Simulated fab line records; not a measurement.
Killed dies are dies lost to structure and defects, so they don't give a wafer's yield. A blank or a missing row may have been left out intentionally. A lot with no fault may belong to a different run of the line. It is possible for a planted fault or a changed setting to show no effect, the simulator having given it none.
The tool behind it: which one? ; flow n5Finfet ; 24 lots, 72 wafers sampled, at 6 steps of a route of 1938

## WHAT THE GAUGES SHOWED, per wafer
The record lacks any reading of a measuring or inspecting step that a usual standard deviation could be used to judge.

## TOOL THAT RAN EACH LOT (tool first, then ch and the chambers of the sampled wafers, then the start)
lot;N5_BEOL_M4_SPUTTER_48;N5_BEOL_M4_SPUTTER_86;N5_BEOL_M4_ANNEAL_89;N5_BEOL_M4_ANNEAL_91;N5_BEOL_M4_SPUTTER_92;N5_BEOL_M4_ANNEAL_95
L074;pvdSputter-02, day 7 17:02;pvdSputter-02, day 7 17:42;pvdSputter-02, day 7 18:00;pvdSputter-02, day 7 18:13;pvdSputter-02, day 7 18:22;pvdSputter-02, day 7 18:40
L075;pvdSputter-03, day 7 22:26;pvdSputter-03, day 7 23:06;pvdSputter-03, day 7 23:24;pvdSputter-03, day 7 23:37;pvdSputter-03, day 7 23:46;pvdSputter-03, day 8 00:04
L076;pvdSputter-03, day 8 04:18;pvdSputter-03, day 8 04:58;pvdSputter-03, day 8 05:16;pvdSputter-03, day 8 05:29;pvdSputter-03, day 8 05:37;pvdSputter-03, day 8 05:55
L077;pvdSputter-01, day 8 15:52;pvdSputter-01, day 8 16:31;pvdSputter-01, day 8 16:49;pvdSputter-01, day 8 17:02;pvdSputter-01, day 8 17:11;pvdSputter-01, day 8 17:29
L078;pvdSputter-01, day 8 20:11;pvdSputter-01, day 8 20:50;pvdSputter-01, day 8 21:08;pvdSputter-01, day 8 21:22;pvdSputter-01, day 8 21:30;pvdSputter-01, day 8 21:48
L080;pvdSputter-02, day 9 09:26;pvdSputter-02, day 9 10:06;pvdSputter-02, day 9 10:24;pvdSputter-02, day 9 10:37;pvdSputter-02, day 9 10:46;pvdSputter-02, day 9 11:04
L079;pvdSputter-03, day 9 09:44;pvdSputter-03, day 9 10:23;pvdSputter-03, day 9 10:41;pvdSputter-03, day 9 10:55;pvdSputter-03, day 9 11:03;pvdSputter-03, day 9 11:21
L081;pvdSputter-01, day 9 14:13;pvdSputter-01, day 9 14:52;pvdSputter-01, day 9 15:10;pvdSputter-01, day 9 15:23;pvdSputter-01, day 9 15:32;pvdSputter-01, day 9 15:50
L082;pvdSputter-01, day 10 01:03;pvdSputter-01, day 10 01:43;pvdSputter-01, day 10 02:01;pvdSputter-01, day 10 02:14;pvdSputter-01, day 10 02:22;pvdSputter-01, day 10 02:40
L083;pvdSputter-02, day 10 01:07;pvdSputter-02, day 10 01:46;pvdSputter-02, day 10 02:04;pvdSputter-02, day 10 02:17;pvdSputter-02, day 10 02:26;pvdSputter-02, day 10 02:44
L084;pvdSputter-03, day 10 14:56;pvdSputter-03, day 10 15:36;pvdSputter-03, day 10 15:54;pvdSputter-03, day 10 16:07;pvdSputter-03, day 10 16:16;pvdSputter-03, day 10 16:34
L085;pvdSputter-02, day 10 17:22;pvdSputter-02, day 10 18:01;pvdSputter-02, day 10 18:19;pvdSputter-02, day 10 18:32;pvdSputter-02, day 10 18:41;pvdSputter-02, day 10 18:59
L086;pvdSputter-02, day 10 19:12;pvdSputter-02, day 10 19:52;pvdSputter-02, day 10 20:10;pvdSputter-02, day 10 20:23;pvdSputter-02, day 10 20:31;pvdSputter-02, day 10 20:49
L087;pvdSputter-03, day 10 19:25;pvdSputter-03, day 10 20:05;pvdSputter-03, day 10 20:23;pvdSputter-03, day 10 20:36;pvdSputter-03, day 10 20:44;pvdSputter-03, day 10 21:02
L088;pvdSputter-01, day 11 01:03;pvdSputter-01, day 11 01:43;pvdSputter-01, day 11 02:01;pvdSputter-01, day 11 02:14;pvdSputter-01, day 11 02:22;pvdSputter-01, day 11 02:40
L089;pvdSputter-03, day 11 21:58;pvdSputter-03, day 11 22:38;pvdSputter-03, day 11 22:56;pvdSputter-03, day 11 23:09;pvdSputter-03, day 11 23:17;pvdSputter-03, day 11 23:35
L090;pvdSputter-03, day 12 01:01;pvdSputter-03, day 12 01:41;pvdSputter-03, day 12 01:59;pvdSputter-03, day 12 02:12;pvdSputter-03, day 12 02:20;pvdSputter-03, day 12 02:38
L091;pvdSputter-02, day 12 01:10;pvdSputter-02, day 12 01:49;pvdSputter-02, day 12 02:07;pvdSputter-02, day 12 02:20;pvdSputter-02, day 12 02:29;pvdSputter-02, day 12 02:47
L092;pvdSputter-02, day 12 19:28;pvdSputter-02, day 12 20:08;pvdSputter-02, day 12 20:26;pvdSputter-02, day 12 20:39;pvdSputter-02, day 12 20:47;pvdSputter-02, day 12 21:05
L095;pvdSputter-02, day 13 03:26;pvdSputter-02, day 13 04:06;pvdSputter-02, day 13 04:24;pvdSputter-02, day 13 04:37;pvdSputter-02, day 13 04:46;pvdSputter-02, day 13 05:04
L093;pvdSputter-01, day 13 07:01;pvdSputter-01, day 13 07:40;pvdSputter-01, day 13 07:58;pvdSputter-01, day 13 08:11;pvdSputter-01, day 13 08:20;pvdSputter-01, day 13 08:38
L094;pvdSputter-02, day 13 10:12;pvdSputter-02, day 13 10:52;pvdSputter-02, day 13 11:10;pvdSputter-02, day 13 11:23;pvdSputter-02, day 13 11:31;pvdSputter-02, day 13 11:49
L097;pvdSputter-01, day 13 10:59;pvdSputter-01, day 13 11:38;pvdSputter-01, day 13 11:56;pvdSputter-01, day 13 12:10;pvdSputter-01, day 13 12:18;pvdSputter-01, day 13 12:36
L096;pvdSputter-02, day 13 12:23;pvdSputter-02, day 13 13:02;pvdSputter-02, day 13 13:20;pvdSputter-02, day 13 13:34;pvdSputter-02, day 13 13:42;pvdSputter-02, day 13 14:00
- N5_BEOL_M4_SPUTTER_48: material Cu, target thk 4.5 nm, time 8.29 s.
- N5_BEOL_M4_SPUTTER_86: material Cu, target thk 4.5 nm, time 8.29 s.
- N5_BEOL_M4_ANNEAL_89: time 240 s.
- N5_BEOL_M4_ANNEAL_91: time 240 s.
- N5_BEOL_M4_SPUTTER_92: material Cu, target thk 4.5 nm, time 8.29 s.
- N5_BEOL_M4_ANNEAL_95: time 240 s.

## AS READ BY THE TOOLS THEMSELVES (means over the sampled wafers that have a number; for cases with no such wafer, the mark the record gives instead)
N5_BEOL_M4_SPUTTER_48.
lot;tool;chuckSensorTempC (C);throttleValvePct (%)
L074;pvdSputter-02;-16.0;30.3
L075;pvdSputter-03;-16.0;29.6
L076;pvdSputter-03;-15.7;30.5
L077;pvdSputter-01;-16.0;30.0
L078;pvdSputter-01;-15.9;29.8
L080;pvdSputter-02;-16.2;30.7
L079;pvdSputter-03;-15.9;30.3
L081;pvdSputter-01;-16.2;29.8
L082;pvdSputter-01;-16.4;29.7
L083;pvdSputter-02;-16.2;31.1
L084;pvdSputter-03;-15.9;30.5
L085;pvdSputter-02;-16.0;30.9
L086;pvdSputter-02;-16.0;30.6
L087;pvdSputter-03;-16.0;30.4
L088;pvdSputter-01;-16.2;30.0
L089;pvdSputter-03;-15.7;30.7
L090;pvdSputter-03;-15.6;29.6
L091;pvdSputter-02;-16.6;30.7
L092;pvdSputter-02;-16.0;30.4
L095;pvdSputter-02;-16.0;30.2
L093;pvdSputter-01;-16.3;29.8
L094;pvdSputter-02;-16.0;29.9
L097;pvdSputter-01;-16.0;29.9
L096;pvdSputter-02;-16.4;30.8

N5_BEOL_M4_SPUTTER_86.
lot;tool;chuckSensorTempC (C);throttleValvePct (%)
L074;pvdSputter-02;-16.2;30.0
L075;pvdSputter-03;-16.0;29.5
L076;pvdSputter-03;-15.7;30.3
L077;pvdSputter-01;-16.1;30.1
L078;pvdSputter-01;-15.9;29.8
L080;pvdSputter-02;-16.1;30.6
L079;pvdSputter-03;-16.0;30.5
L081;pvdSputter-01;-16.2;29.9
L082;pvdSputter-01;-16.4;29.8
L083;pvdSputter-02;-16.4;31.1
L084;pvdSputter-03;-16.0;30.4
L085;pvdSputter-02;-16.0;30.9
L086;pvdSputter-02;-16.0;30.6
L087;pvdSputter-03;-16.0;30.6
L088;pvdSputter-01;-16.2;29.8
L089;pvdSputter-03;-15.8;30.6
L090;pvdSputter-03;-15.7;29.8
L091;pvdSputter-02;-16.6;30.7
L092;pvdSputter-02;-16.0;30.5
L095;pvdSputter-02;-16.2;30.3
L093;pvdSputter-01;-16.1;30.0
L094;pvdSputter-02;-16.1;30.0
L097;pvdSputter-01;-16.0;30.2
L096;pvdSputter-02;-16.4;30.6

N5_BEOL_M4_ANNEAL_89.
lot;tool;heaterPowerW (W)
L074;pvdSputter-02;827
L075;pvdSputter-03;950
L076;pvdSputter-03;820
L077;pvdSputter-01;863
L078;pvdSputter-01;821
L080;pvdSputter-02;725
L079;pvdSputter-03;794
L081;pvdSputter-01;784
L082;pvdSputter-01;788
L083;pvdSputter-02;843
L084;pvdSputter-03;809
L085;pvdSputter-02;789
L086;pvdSputter-02;777
L087;pvdSputter-03;799
L088;pvdSputter-01;770
L089;pvdSputter-03;766
L090;pvdSputter-03;903
L091;pvdSputter-02;905
L092;pvdSputter-02;764
L095;pvdSputter-02;818
L093;pvdSputter-01;774
L094;pvdSputter-02;853
L097;pvdSputter-01;864
L096;pvdSputter-02;826

N5_BEOL_M4_ANNEAL_91.
lot;tool;heaterPowerW (W)
L074;pvdSputter-02;844
L075;pvdSputter-03;944
L076;pvdSputter-03;827
L077;pvdSputter-01;855
L078;pvdSputter-01;829
L080;pvdSputter-02;733
L079;pvdSputter-03;810
L081;pvdSputter-01;766
L082;pvdSputter-01;769
L083;pvdSputter-02;852
L084;pvdSputter-03;802
L085;pvdSputter-02;794
L086;pvdSputter-02;773
L087;pvdSputter-03;801
L088;pvdSputter-01;765
L089;pvdSputter-03;761
L090;pvdSputter-03;900
L091;pvdSputter-02;906
L092;pvdSputter-02;753
L095;pvdSputter-02;834
L093;pvdSputter-01;776
L094;pvdSputter-02;855
L097;pvdSputter-01;861
L096;pvdSputter-02;813

N5_BEOL_M4_SPUTTER_92.
lot;tool;chuckSensorTempC (C);throttleValvePct (%)
L074;pvdSputter-02;-16.3;30.0
L075;pvdSputter-03;-16.0;29.6
L076;pvdSputter-03;-15.8;30.4
L077;pvdSputter-01;-16.0;30.0
L078;pvdSputter-01;-15.9;29.7
L080;pvdSputter-02;-16.1;30.6
L079;pvdSputter-03;-15.9;30.5
L081;pvdSputter-01;-16.2;29.8
L082;pvdSputter-01;-16.3;29.6
L083;pvdSputter-02;-16.3;31.2
L084;pvdSputter-03;-15.9;30.6
L085;pvdSputter-02;-16.0;30.7
L086;pvdSputter-02;-16.0;30.4
L087;pvdSputter-03;-16.0;30.5
L088;pvdSputter-01;-16.2;29.8
L089;pvdSputter-03;-15.8;30.7
L090;pvdSputter-03;-15.7;29.8
L091;pvdSputter-02;-16.5;30.7
L092;pvdSputter-02;-16.0;30.4
L095;pvdSputter-02;-16.1;30.2
L093;pvdSputter-01;-16.2;29.9
L094;pvdSputter-02;-16.1;30.1
L097;pvdSputter-01;-16.0;30.0
L096;pvdSputter-02;-16.3;30.7

N5_BEOL_M4_ANNEAL_95.
lot;tool;heaterPowerW (W)
L074;pvdSputter-02;823
L075;pvdSputter-03;943
L076;pvdSputter-03;840
L077;pvdSputter-01;864
L078;pvdSputter-01;840
L080;pvdSputter-02;727
L079;pvdSputter-03;803
L081;pvdSputter-01;788
L082;pvdSputter-01;768
L083;pvdSputter-02;859
L084;pvdSputter-03;811
L085;pvdSputter-02;792
L086;pvdSputter-02;756
L087;pvdSputter-03;808
L088;pvdSputter-01;769
L089;pvdSputter-03;767
L090;pvdSputter-03;920
L091;pvdSputter-02;912
L092;pvdSputter-02;771
L095;pvdSputter-02;830
L093;pvdSputter-01;762
L094;pvdSputter-02;841
L097;pvdSputter-01;862
L096;pvdSputter-02;827

## THE ANSWER, worked out from the rows above alone
Rule: the usual values come from the lots themselves. The widest of any qualifying gaps counts: lots, ordered by their means at a reading, are off when they make up no more than a third of the lots, leave a main group of 4 or more, and stand apart from it by 3 or more times the standard deviation of that group's means. The tables above print the reading to a certain number of digits; a main group whose means all agree to those digits is not used. A lot without any number at a reading at which 4 lots or more have one is off too. Any other lot the step has rows for is counted as sound. First the gauges in route order, then the tools' own readings, where a lot's mean is used as printed above. The first step at which some lot is off is used, and at that step the reading that is off furthest; a lot without a number counts as furthest.
Nothing can be told from this: no lot is off at any reading shown.

## WHAT HAD BEEN PUT IN BY THE SIMULATOR
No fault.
